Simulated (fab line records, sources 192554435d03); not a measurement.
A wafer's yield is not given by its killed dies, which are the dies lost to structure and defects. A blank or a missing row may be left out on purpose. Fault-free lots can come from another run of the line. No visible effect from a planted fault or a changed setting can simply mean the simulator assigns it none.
Problem report in the 8D (eight disciplines) form, filled by code :: flow n5_finfet :: the parts of the form that need people (team, actions taken, sign-off) are left out

== 1. WHAT IS WRONG ==
susceptor_temp_C at N5_BEOL_M4_PECVD_72 reads a mean of 403.83 C on 2 wafers of 2 lots; wafers without a fault read 400.00 C with a standard deviation of 0.25. That puts it +15 standard deviations away from the usual mean.
The step: deposits SiO2 from TEOS/O2, target thk 16 nm, time 18 s.
First seen on wafer L448.6, day 11 02:55, on pecvd-04. The record has a number at this step for 30 wafers belonging to 10 lots. The rule behind "out" and "out of limits": a value lying over 4 standard deviations away from the usual mean. The rest of the wafers with a number are treated as sound.

== 2. WHAT IT IS, AND WHAT IT ISN'T ==
question: which readings at this step
is: susceptor_temp_C
is not: chamber_pressure_Torr, heater_power_w, showerhead_plenum_p_Torr, throttle_valve_pct

question: which lots
is: L447, L448
is not: L434, L435, L437, L440, L441, L442, L443, L452

question: which wafers of those lots
is: L447.4, L448.6
is not: L447.2, L447.6, L448.2, L448.4

question: read on which tools
is: pecvd-04
is not: pecvd-01, pecvd-03

question: when
is: from day 11 02:55
is not: up to then (23 sound wafers); but 5 sound wafers of L447, L452 came after

== 3. WHAT RULES OUT EACH SUSPECT ==
Counting: any tool at a process step up to the reading remains a suspect provided it ran every lot that is out. Sound lots after the first of them don't rule it out here, since some wafers of a struck lot are sound.
- pvd_sputter-03 at N5_BEOL_M3_SPUTTER_90 (material Cu, target thk 4.5 nm, time 8.29 s): kept. Ran every lot that is out, first one L448 (day 11 01:02); last sound lot up to then L443 (day 10 04:17).
- pvd_sputter-03 at N5_BEOL_M3_ANNEAL_93 (time 240 s): kept. Ran every lot that is out, first one L448 (day 11 01:20); last sound lot up to then L443 (day 10 04:35).
- pecvd-04 at N5_BEOL_M4_PECVD_72 (deposits SiO2 from TEOS/O2, target thk 16 nm, time 18 s): kept. Ran every lot that is out, first one L448 (day 11 02:55); last sound lot up to then L443 (day 10 06:13). Its own readings are out on those wafers: susceptor_temp_C.
- At N5_BEOL_M4_PECVD_72, inside pecvd-04: chamber 0 took the wafers that are out, while their sound lot-mates went through chambers 1, 2.
Left after counting: pvd_sputter-03 at N5_BEOL_M3_SPUTTER_90, pvd_sputter-03 at N5_BEOL_M3_ANNEAL_93, pecvd-04 at N5_BEOL_M4_PECVD_72.

== 4. THE CAUSE (what the simulator had put in) ==
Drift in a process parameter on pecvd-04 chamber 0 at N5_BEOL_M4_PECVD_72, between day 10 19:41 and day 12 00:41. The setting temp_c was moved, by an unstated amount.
3 suspects survive the count, and this tool is in that group.

== 5. SEQUENCE OF EFFECTS, ordered by route ==
One row per reading whose mean, taken over the struck wafers that have a number, lies over 3 standard deviations from the usual. Only readings whose record carries a usual standard deviation are examined. hours: median over the lots of the time between each lot's start at the first step of this table that gives one and its start at this step. sigmas: the change, counted in usual standard deviations.
hours: 0
step: N5_BEOL_M4_PECVD_72
reading: susceptor_temp_C
usual: 400.00 C
on struck wafers: 403.83
change: +3.83
sigmas: +15
The process steps in it:
- N5_BEOL_M4_PECVD_72: deposits SiO2 from TEOS/O2, target thk 16 nm, time 18 s.
Later steps that measure or inspect, where all struck wafers having a row at the step show a number for every such reading and not one has moved that far: N5_BEOL_M4_RC_MEAS_101.

== 6. HOW IT WOULD HAVE BEEN CAUGHT EARLIER ==
In this record the first reading out of limits was taken at day 11 02:55, 7 hours after the fault began at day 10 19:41.
